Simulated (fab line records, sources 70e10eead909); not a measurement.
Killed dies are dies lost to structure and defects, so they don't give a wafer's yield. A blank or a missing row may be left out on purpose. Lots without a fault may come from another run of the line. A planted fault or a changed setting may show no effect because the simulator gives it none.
fab line records | flow nand_harc
record lots=5 wafers=15 last_day=24
route steps=1159 shown P_CONTACT@236
lots that met no fault: from a run of the same line without faults
start_h: hours from the record's first day to the start of the lot's first wafer shown | wait_h: hours since the lot's step before | " the same as in the row above | L1.1+2: a row that stands for several wafers | - no value, or no start given | * or withheld: withheld | < > ~ a bound
route shown NAME@n: a module of which the file shows steps, and the number in the route of the first | usual: mean/standard deviation of fault-free wafers | same: alike in all rows | chamber/n: place in a boat | sites: the reading at each site | _std_site: their standard deviation | _edge_site: outer sites' mean less inner sites' | radius_mm: how far each site lies from the wafer's centre | mask NAME#n: copy n | behind: the tool/chamber that last shaped the wafer | hold: why the lot was held/for how many hours/how that ended | device: the transistor (n, p or np) that didn't switch | end of line: the same wafers' tests at the end of the route | a step without rows: its recipe alone | killed: dies lost to structure and defects at the first sort, not the wafer's yield | map: a wafer's dies, x killed, . not, _ none there
set.NAME: the setting as run; set.NAME@STEP: as run at that earlier step | model.NAME: the simulator's own value behind a step, which no gauge read
lots at some steps of the route; a table a step, a row a wafer
services: from which hour (start_h, from the record's first day; less than 0 if before it) a tool's chamber was out of use, for how many hours, and why
## steps
# step NHARC_P_CONTACT_ETCH_35
# recipe target_depth_a=390 over_etch_frac=0.3 time_s=65 ion_energy_ev=80 cf4_flow_sccm=150 ar_flow_sccm=0 rf_w=300 bias_w=100 chemistry=CF4
# step NHARC_P_CONTACT_ETCH_36
# recipe target_depth_a=2600 over_etch_frac=0.25 time_s=406.25 ion_energy_ev=200 n2_flow_sccm=150 h2_flow_sccm=150 ar_flow_sccm=0 rf_w=400 bias_w=150 chemistry=N2/H2
# usual drypump_motor_current_A=5.7/0.39 oes_product_au=0.998/0.011 rf_vpp_V=430.3/2.8 showerhead_plenum_p_Torr=2.03/0.099 throttle_valve_pct=14.172/0.0092
# columns lot.wafer tool chamber start_h wait_h drypump_motor_current_A oes_product_au rf_hours_counter_h rf_vpp_V showerhead_plenum_p_Torr throttle_valve_pct
L506.1 rie_diel-04 0 - - 6.3 1.004 3 433.5 2.15 14.165
L506.4 " 3 " " 5.5 0.999 3 426.9 1.91 14.151
L506.6 " 1 " " 5.4 1.001 - 433.8 2.14 14.168
L508.1 rie_diel-04 1 - - 5.5 0.993 4 433.7 2.14 14.167
L508.3 " 2 " " 6.0 1.012 4 428.1 1.95 14.171
L508.5 " 2 " " 6.0 1.004 - 427.5 1.95 14.183
L510.1 rie_diel-04 2 - - 6.0 1.012 7 428.7 1.95 14.184
L510.2 " 0 " " 6.3 1.004 7 433.5 2.15 14.174
L510.3 " 1 " " 5.5 0.988 7 433.0 2.14 14.166
L521.2 rie_diel-12 0 - - 5.9 0.989 3 428.1 1.90 14.163
L521.1 " 1 " " 5.3 0.998 3 429.3 2.03 14.166
L521.4 " 2 " " 5.2 0.999 2 433.0 2.12 14.166
L522.3 rie_diel-04 2 - - 6.0 1.007 14 429.1 1.95 14.176
L522.6 " 1 " " 5.5 0.994 - 433.7 2.14 14.184
L522.5 " 2 " " 6.0 1.011 - 428.2 1.95 14.183
# step NHARC_P_CONTACT_ETCH_18
# recipe target_depth_a=4810 time_s=240.5 c4f8_flow_sccm=20 o2_flow_sccm=10 ar_flow_sccm=withheld rf_w=600 bias_w=1500 chemistry=C4F8/O2/Ar
# step NHARC_P_CONTACT_STRIP_37
# recipe c4f8_flow_sccm=withheld o2_flow_sccm=8 ar_flow_sccm=withheld bias_w=0 chemistry=C4F8/O2/Ar
# step NHARC_P_CONTACT_ETCH_31
# recipe target_depth_a=300 time_s=85.7 ion_energy_ev=120 over_etch_frac=1 ch3f_flow_sccm=50 o2_flow_sccm=30 ar_flow_sccm=200 rf_w=500 bias_w=100 chemistry=CH3F/O2
# usual drypump_motor_current_A=5.7/0.38 oes_product_au=0.981/0.015 rf_vpp_V=244.0/1.7 showerhead_plenum_p_Torr=2.44/0.11 throttle_valve_pct=20.664/0.0085
# columns lot.wafer tool chamber start_h wait_h drypump_motor_current_A oes_product_au rf_hours_counter_h rf_vpp_V showerhead_plenum_p_Torr throttle_valve_pct
L506.4 rie_diel-04 2 - - 6.0 1.003 3 243.3 2.36 20.665
L506.1 " 0 " " 6.3 0.987 3 245.3 2.59 20.646
L506.6 " 1 " " 5.5 0.983 - 246.1 2.57 20.674
L508.1 rie_diel-04 2 - - 6.0 0.989 4 243.3 2.36 20.675
L508.3 " 3 " " 5.5 0.979 4 240.4 2.31 20.660
L508.5 " 2 " " 6.0 0.985 - 243.5 2.36 20.660
L510.2 rie_diel-04 2 - - 6.0 1.001 7 243.2 2.36 20.671
L510.1 " 3 " " 5.5 0.974 7 241.8 2.31 20.661
L510.3 " 0 " " 6.3 0.984 7 245.1 2.58 20.659
L521.1 rie_diel-12 2 - - 5.2 0.974 2 244.2 2.55 20.672
L521.2 " 3 " " 6.0 0.942 3 243.7 2.40 20.659
L521.4 " 1 " " 5.3 0.979 3 245.1 2.44 20.668
L522.3 rie_diel-04 3 - - 5.5 0.971 14 242.4 2.30 20.667
L522.6 " 3 " " 5.5 0.981 - 241.7 2.30 20.679
L522.5 " 2 " " 6.0 1.010 - 242.5 2.35 20.655
# step NHARC_P_CONTACT_CD_MEAS_19
# usual cd_nm=89.5/1.5
# columns lot.wafer tool chamber start_h wait_h cd_nm
L506.1 cd_sem-03 - 148.47 - 90.4
L506.4 " - " " 89.5
L506.6 " - " " 91.0
L508.1 cd_sem-03 - 161.75 - 88.6
L508.3 " - " " 89.1
L508.5 " - " " 88.0
L510.1 cd_sem-01 - 190.33 - 88.1
L510.2 " - " " 91.4
L510.3 " - " " 89.9
L521.1 cd_sem-01 - 244.41 - 90.1
L521.2 " - " " 91.3
L521.4 " - " " 89.8
L522.3 cd_sem-01 - 249.01 - 87.1
L522.5 " - " " 88.6
L522.6 " - " " 90.6
# step NHARC_P_CONTACT_STRIP_28
# recipe o2_flow_sccm=500 ar_flow_sccm=0 bias_w=0 chemistry=O2
# usual drypump_motor_current_A=5.7/0.36 oes_product_au=0.998/0.012 rf_vpp_V=57.5/0.97 showerhead_plenum_p_Torr=3.50/0.16 throttle_valve_pct=17.037/0.0089
# columns lot.wafer tool chamber start_h wait_h drypump_motor_current_A oes_product_au rf_hours_counter_h rf_vpp_V showerhead_plenum_p_Torr throttle_valve_pct
L506.4 rie_diel-04 2 148.55 0.1 6.0 1.014 3 56.7 3.39 17.036
L506.1 " 3 " " 5.5 0.992 3 58.8 3.32 17.039
L506.6 " 3 " " 5.5 1.007 - 56.9 3.32 17.026
L508.3 rie_diel-04 0 161.86 0.1 6.3 0.991 4 57.1 3.70 17.046
L508.1 " 1 " " 5.5 0.996 4 58.5 3.69 17.034
L508.5 " 3 " " 5.5 0.984 - 57.9 3.32 17.036
L510.3 rie_diel-04 2 190.42 0.1 6.0 1.014 7 57.3 3.39 17.029
L510.1 " 3 " " 5.5 0.991 7 57.3 3.32 17.039
L510.2 " 0 " " 6.3 1.012 7 58.7 3.70 17.044
L521.4 rie_diel-04 0 244.49 0.1 6.3 1.013 11 58.4 3.70 17.028
L521.1 " 1 " " 5.5 0.997 14 58.4 3.68 17.032
L521.2 " 2 " " 6.0 1.015 13 57.0 3.38 17.017
L522.3 rie_diel-04 2 249.10 0.1 6.0 1.027 14 57.0 3.38 17.041
L522.6 " 1 " " 5.5 0.996 - 58.0 3.68 17.056
L522.5 " 2 " " 6.0 1.020 - 56.8 3.38 17.037
# step NHARC_P_CONTACT_STRIP_29
# recipe time_s=1200 temp_c=72.5 chemistry=post_etch_residue_remover
# step NHARC_P_CONTACT_DEGAS_38
# recipe temp_c=300 time_s=60
# usual heater_power_w=454/60
# columns lot.wafer tool chamber start_h wait_h heater_power_w
L506.4 pvd_sputter-02 - 149.20 - 481
L506.1 " - " " 332
L506.6 " - " " 425
L508.1 pvd_sputter-02 - 162.46 - 507
L508.3 " - " " 421
L508.5 " - " " 504
L510.3 pvd_sputter-03 - 191.04 - 533
L510.1 " - " " 403
L510.2 " - " " 510
L521.4 pvd_sputter-02 - 245.15 - 471
L521.1 " - " " 352
L521.2 " - " " 426
L522.3 pvd_sputter-02 - 249.76 - 415
L522.5 " - " " 345
L522.6 " - " " 417
# step NHARC_P_CONTACT_PRE_CLEAN_39
# recipe time_s=19.5 bias_v=250 gas=Ar
# step NHARC_P_CONTACT_PVD_32
# recipe target_thk_a=50 chamber_pressure_pa=5 power_w=5000 substrate_temp_c=200 time_s=17.7 material=Ti
# usual cathode_dc_power_W=5000.0/0.96 throttle_valve_pct=29.9/1.5
# columns lot.wafer tool chamber start_h wait_h cathode_dc_power_W throttle_valve_pct
L506.4 pvd_sputter-02 - - - 4999.7 31.8
L506.1 " - " " 4999.4 29.5
L506.6 " - " " 5000.8 31.7
L508.3 pvd_sputter-02 - - - 5000.4 29.6
L508.1 " - " " 5000.5 28.4
L508.5 " - " " 5001.7 31.1
L510.3 pvd_sputter-03 - - - 5000.3 28.7
L510.2 " - " " 4999.4 32.2
L510.1 " - " " 5001.5 28.5
L521.2 pvd_sputter-02 - - - 4997.5 31.7
L521.4 " - " " 5000.6 30.2
L521.1 " - " " 4999.1 28.3
L522.3 pvd_sputter-02 - - - 5001.2 28.1
L522.6 " - " " 4999.8 28.2
L522.5 " - " " 4999.2 31.0
# step NHARC_P_CONTACT_ALD_22
# recipe target_thk_a=30 pulse_time_s=1 ald_cycles=150 temp_c=450 material=TiN
# step NHARC_P_CONTACT_CVD_23
# recipe target_thk_a=2000 temp_c=300 pressure_torr=40 wf6_flow_sccm=40 h2_flow_sccm=1600 ar_flow_sccm=1560 time_s=557 material=W
# usual heater_power_w=465/44 mfc_wf6_sccm=39.99/0.13 throttle_valve_pct=8.0/0.4
# columns lot.wafer tool chamber start_h wait_h heater_power_w mfc_wf6_sccm throttle_valve_pct
L506.1 cvd_w-02 1 153.38 - 397 39.91 8.2
L506.4 " 1 " " 403 39.93 8.4
L506.6 " 1 " " 390 39.94 8.3
L508.1 cvd_w-01 0 163.35 - 515 40.11 8.1
L508.3 " 0 " " 523 40.04 8.0
L508.5 " 0 " " 519 39.92 7.9
L510.2 cvd_w-01 0 193.39 - 511 39.78 8.1
L510.1 " 1 " " 463 40.03 7.5
L510.3 " 0 " " 512 39.81 8.3
L521.2 cvd_w-02 0 245.66 - 470 40.07 8.2
L521.1 " 1 " " 391 39.94 8.5
L521.4 " 1 " " 383 40.19 8.4
L522.3 cvd_w-02 1 250.38 - 379 39.89 8.5
L522.5 " 1 " " 376 39.77 8.8
L522.6 " 0 " " 454 40.03 7.7
# step NHARC_P_CONTACT_CMP_24
# recipe t_overpolish_s=30 target_thk_nm=200
# usual motor_current_A=11.8/1.4 overpolish_run_s=30.000/0.0091 pad_life_wafers=242/160 time_to_endpoint_s=40/3.2
# columns lot.wafer tool chamber start_h wait_h motor_current_A overpolish_run_s pad_life_wafers time_to_endpoint_s
L506.1 cmp-02 2 153.96 0.5 10.3 29.987 151 35
L506.4 " 3 " " 12.2 30.005 152 34
L506.6 " 1 " " 9.4 30.005 - 36
L508.3 cmp-04 3 163.94 0.3 11.8 29.995 282 42
L508.1 " 0 " " 11.3 29.995 283 42
L508.5 " 0 " " 11.6 29.989 - 40
L510.1 cmp-04 3 194.04 0.5 11.9 29.993 486 44
L510.2 " 0 " " 11.9 29.991 487 64
L510.3 " 1 " " 11.5 29.996 488 43
L521.1 cmp-02 3 246.31 0.5 12.1 29.997 96 36
L521.2 " 0 " " 14.0 29.997 97 43
L521.4 " 1 " " 9.3 29.977 98 35
L522.3 cmp-02 3 250.90 0.4 11.8 29.987 146 33
L522.6 " 1 " " 9.3 29.993 - 35
L522.5 " 2 " " 11.0 30.006 - 33
## services
# columns tool chamber start_h hours kind
cmp-02 - 128.50 4.0 pm
cvd_w-01 - 134.41 2.6 repair
cmp-04 - 141.22 0.3 repair
rie_diel-04 0 145.40 - clean
rie_diel-04 1 145.40 - clean
rie_diel-04 2 145.40 - clean
rie_diel-04 3 145.40 - clean
rie_diel-04 0 169.92 - clean
rie_diel-04 1 169.92 - clean
pvd_sputter-02 - 174.14 7.8 repair
rie_diel-04 2 178.37 1.5 repair
rie_diel-12 2 184.40 13.2 repair
cmp-04 - 192.83 1.1 repair
rie_diel-04 - 195.89 0.3 repair
cvd_w-02 - 196.19 13.0 pm
rie_diel-12 - 202.52 9.0 pm
cmp-04 - 203.00 4.0 pm
rie_diel-04 0 206.22 5.4 repair
pvd_sputter-02 - 214.01 10.0 pm
rie_diel-04 0 215.23 5.7 repair
cvd_w-02 - 226.23 4.0 repair
cmp-02 - 226.50 4.0 pm
pvd_sputter-03 - 243.63 3.9 repair
rie_diel-04 0 246.58 15.6 repair
## key
first_sign step=NHARC_P_CONTACT_CMP_24 reading=time_to_endpoint_s direction=up sigmas=7.5 usual=* struck=*
effect none on later readings
met_at NHARC_P_CONTACT_CVD_23
struck_wafers L510.2
tester_left_out L510
onset_between 163.35 193.39
fault kind=process_parameter_drift tool=cvd_w-01 chamber=- onset_h=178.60 steps=NHARC_P_CONTACT_CVD_23 channel=target_thk_a offset=* shape=step end_h=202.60 scope=struck_wafers_only acts_in=* stated=*
# tester_left_out: of these lots the tester's yield and bins aren't shown, on N5 and GAA mostly nor the transistor test; their killed dies are dies lost to structure and defects alone, not to doping, threshold or leakage, so they don't give the yield
